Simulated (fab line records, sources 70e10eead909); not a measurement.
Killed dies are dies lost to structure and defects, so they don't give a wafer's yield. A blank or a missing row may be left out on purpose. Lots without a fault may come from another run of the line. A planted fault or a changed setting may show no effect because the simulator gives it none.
A struck lot beside a sound one | flow nand_harc | 15 steps out of a route of 1159
Sound: wafers L814.1, L814.2, L814.5. Struck: wafers L827.2, L827.3, L827.6. The cause comes at the end.
At each step with rows: each side's tool, then ch and its chambers, then its first start. Under that, the readings that differ: sound wafers | struck wafers | difference of the means | sigmas: that difference in standard deviations of wafers without a fault.
alike: readings whose means differ by less than 2 such deviations, and words and numbers that are the same on both sides. not compared: withheld readings, readings that some wafer has no value for, bounds like >300 that may hide the same value, and numbers for which the record gives no deviation and whose values overlap.
The two part at a step that has a row with sigmas, a row that says differs or no value, or rows on one side only. Numbers that don't overlap but have no deviation are shown without sigmas and don't part them. A reading that every wafer of one side lacks parts them only if that side has two wafers or more.

first, 3 steps without rows for these wafers: NHARC_A_M1_EXPOSE_06 (exposes mask A M1, target cd 120 nm); NHARC_A_M1_PEB_07 (peb time 65 s); NHARC_A_M1_DEVELOP_08 (develop time 35 s).
NHARC_A_M1_CD_MEAS_09: target cd 120 nm.
  sound on cd_sem-01 ch 0, day 18 05:02; struck on cd_sem-02 ch 0, day 21 00:19
  alike: cd_nm
NHARC_A_M1_OVL_MEAS_10: pitch 240 nm.
  sound on overlay-01, day 18 05:07; struck on overlay-02, day 21 00:23
  alike: overlay_x_nm, overlay_y_nm
NHARC_A_M1_INSPECT_11:
  sound on defect_inspect-01, day 18 05:10; struck on defect_inspect-01, day 21 00:26
  alike: raw_defect_count
NHARC_A_M1_DESCUM_14: chemistry O2, time 3 s.
  sound on rie_diel-05 ch 0,1, day 18 05:14; struck on rie_diel-05 ch 0,2,3, day 21 00:29
  alike: drypump_motor_current_A, oes_product_au, rf_vpp_V, showerhead_plenum_p_Torr, throttle_valve_pct
  not compared: rf_hours_counter_h
NHARC_A_M1_ETCH_35: etches the open film in N2/H2, target depth 40 nm, overetch 12 nm, time 43.94 s.
  sound on rie_diel-05 ch 0,2, day 18 05:19; struck on rie_diel-05 ch 1,2, day 21 00:35
  alike: drypump_motor_current_A, oes_product_au, rf_vpp_V, showerhead_plenum_p_Torr, throttle_valve_pct
  not compared: rf_hours_counter_h
NHARC_A_M1_ETCH_15: etches the open film in C4F8/Ar, target depth 182.5 nm, time 91.2 s.
  sound on rie_diel-05 ch 0,1; struck on rie_diel-05 ch 1,2,3
  reading               | sound             | struck            | difference | sigmas
  oes_product_au (a.u.) | 0.921 0.923 0.922 | 0.984 0.953 0.979 | +0.050     | +2
  alike: rf_vpp_V
  not compared: rf_hours_counter_h
NHARC_A_M1_CD_MEAS_16:
  sound on cd_sem-03, day 18 05:31; struck on cd_sem-02, day 21 00:48
  alike: cd_nm
NHARC_A_M1_STRIP_18: strips in N2/H2.
  sound on rie_diel-02 ch 0,1,2, day 18 05:40; struck on rie_diel-02 ch 1,2,3, day 21 00:52
  alike: drypump_motor_current_A, oes_product_au, power_w, rf_vpp_V, showerhead_plenum_p_Torr, throttle_valve_pct
  not compared: rf_hours_counter_h
then, 1 step without rows for these wafers: NHARC_A_M1_ETCH_28 (etches the open film in CF4/N2, target depth 30 nm, time 72.99 s).
NHARC_A_M1_STRIP_19: strips in post etch residue remover, time 600 s.
  sound on wet_bench-10 ch 4,6,7, day 18 06:00; struck on wet_bench-10 ch 0,1,2, day 21 01:15
  reading          | sound             | struck            | difference | sigmas
  run_length_s (s) | 602.9 603.6 602.0 | 729.1 727.2 728.6 | +125.5     | +99 or more
NHARC_A_M1_DEGAS_29: time 60 s.
  sound on pvd_sputter-01, day 18 06:15; struck on pvd_sputter-03, day 21 01:31
  alike: heater_power_w
NHARC_END_SORT_01:
  the record has rows for the struck wafers here (prober-01 ch 0, day 22 12:45) and none for the sound ones

WHERE THEY PART
First at NHARC_A_M1_ETCH_15; last, within this record, at NHARC_END_SORT_01.

WHY: what the simulator had put in
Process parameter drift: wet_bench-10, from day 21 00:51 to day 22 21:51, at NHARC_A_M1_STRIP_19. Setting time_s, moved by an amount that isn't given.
